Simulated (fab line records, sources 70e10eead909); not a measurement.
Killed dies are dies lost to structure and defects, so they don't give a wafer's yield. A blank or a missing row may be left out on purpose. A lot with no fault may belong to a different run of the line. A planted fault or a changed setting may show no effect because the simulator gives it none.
Matching of chambers || flow nand harc || NHARC_P_M2_CMP_23 on cmp-03 has 4 sister chambers
The step polishes, t overpolish 20 s, target thk 144.3 nm. 14 wafers are shown with their chamber, then 7 later ones without.

== WAFERS PAIRED WITH THEIR CHAMBERS ==
{"wafer": "L391.2", "chamber": 2, "motor current A (A)": 11.6, "retaining ring pressure frac": 0.995, "time to endpoint s (s)": 24.0}
{"wafer": "L391.3", "chamber": 0, "motor current A (A)": 13.0, "retaining ring pressure frac": 1.003, "time to endpoint s (s)": 24.9}
{"wafer": "L391.6", "chamber": 0, "motor current A (A)": 12.5, "retaining ring pressure frac": 0.994, "time to endpoint s (s)": 27.1}
{"wafer": "L394.1", "chamber": 0, "motor current A (A)": 13.3, "retaining ring pressure frac": 0.998, "time to endpoint s (s)": 28.4}
{"wafer": "L394.3", "chamber": 3, "motor current A (A)": 10.5, "retaining ring pressure frac": 1.001, "time to endpoint s (s)": 26.7}
{"wafer": "L394.4", "chamber": 2, "motor current A (A)": 11.5, "retaining ring pressure frac": 1.001, "time to endpoint s (s)": 27.9}
{"wafer": "L395.2", "chamber": 0, "motor current A (A)": 13.6, "retaining ring pressure frac": 0.997, "time to endpoint s (s)": 37.6}
{"wafer": "L395.3", "chamber": 2, "motor current A (A)": 11.4, "retaining ring pressure frac": 0.998, "time to endpoint s (s)": 37.8}
{"wafer": "L395.6", "chamber": 0, "motor current A (A)": 13.4, "retaining ring pressure frac": 1.001, "time to endpoint s (s)": 37.5}
{"wafer": "L396.2", "chamber": 2, "motor current A (A)": 11.8, "retaining ring pressure frac": 0.989, "time to endpoint s (s)": 36.9}
{"wafer": "L396.3", "chamber": 0, "motor current A (A)": 13.6, "retaining ring pressure frac": 1.001, "time to endpoint s (s)": 37.5}
{"wafer": "L396.6", "chamber": 3, "motor current A (A)": 11.1, "retaining ring pressure frac": 0.998, "time to endpoint s (s)": 37.0}
{"wafer": "L404.3", "chamber": 2, "motor current A (A)": 11.7, "retaining ring pressure frac": 0.996, "time to endpoint s (s)": 25.2}
{"wafer": "L404.4", "chamber": 1, "motor current A (A)": 16.6, "retaining ring pressure frac": 1.001, "time to endpoint s (s)": 28.6}

SIGNATURES (averages over the wafers above)
{"reading": "motor current A", "chamber 0": 13.233, "chamber 1": 16.600, "chamber 2": 11.600, "chamber 3": 10.800, "scatter within a chamber": 0.343}
{"reading": "retaining ring pressure frac", "chamber 0": 0.99900, "chamber 1": 1.00100, "chamber 2": 0.99580, "chamber 3": 0.99950, "scatter within a chamber": 0.00371}
{"reading": "time to endpoint s", "chamber 0": 32.167, "chamber 1": 28.600, "chamber 2": 30.360, "chamber 3": 31.850, "scatter within a chamber": 6.35}
Rule: distance of a wafer from a chamber = root of the sum over the readings of ((wafer's reading minus chamber's mean) / reading's scatter) squared. The wafer belongs to the nearest chamber; if the next one is less than 2 further off, it can't be placed. The scatter: the root of (the sum of the squares of (reading less its chamber's mean) over the shown wafers, divided by (wafers less chambers)).

== WAFERS WITH NO CHAMBER GIVEN ==
{"wafer": "L404.5", "motor current A (A)": 11.1, "retaining ring pressure frac": 0.998, "time to endpoint s (s)": 27.1}
{"wafer": "L408.1", "motor current A (A)": 15.8, "retaining ring pressure frac": 0.988, "time to endpoint s (s)": 30.5}
{"wafer": "L408.4", "motor current A (A)": 11.9, "retaining ring pressure frac": 1.003, "time to endpoint s (s)": 28.3}
{"wafer": "L408.5", "motor current A (A)": 11.4, "retaining ring pressure frac": 1.003, "time to endpoint s (s)": 26.5}
{"wafer": "L414.3", "motor current A (A)": 15.8, "retaining ring pressure frac": 0.995, "time to endpoint s (s)": 28.6}
{"wafer": "L414.4", "motor current A (A)": 10.5, "retaining ring pressure frac": 0.997, "time to endpoint s (s)": 25.3}
{"wafer": "L414.5", "motor current A (A)": 16.5, "retaining ring pressure frac": 1.004, "time to endpoint s (s)": 28.9}

== CHAMBER TAKEN BY EACH ==
{"wafer": "L404.5", "from the rows above": "can't be placed: 3 or 2", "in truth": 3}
{"wafer": "L408.1", "from the rows above": 1, "in truth": 1}
{"wafer": "L408.4", "from the rows above": "can't be placed: 2 or 3 or 0", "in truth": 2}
{"wafer": "L408.5", "from the rows above": "can't be placed: 2 or 3", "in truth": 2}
{"wafer": "L414.3", "from the rows above": 1, "in truth": 1}
{"wafer": "L414.4", "from the rows above": "can't be placed: 3 or 2", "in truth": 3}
{"wafer": "L414.5", "from the rows above": 1, "in truth": 1}
Placed correctly: 3 of 7. Can't be placed from these rows: 4 (the true chamber is among the candidates in 4). Wrongly placed: 0.
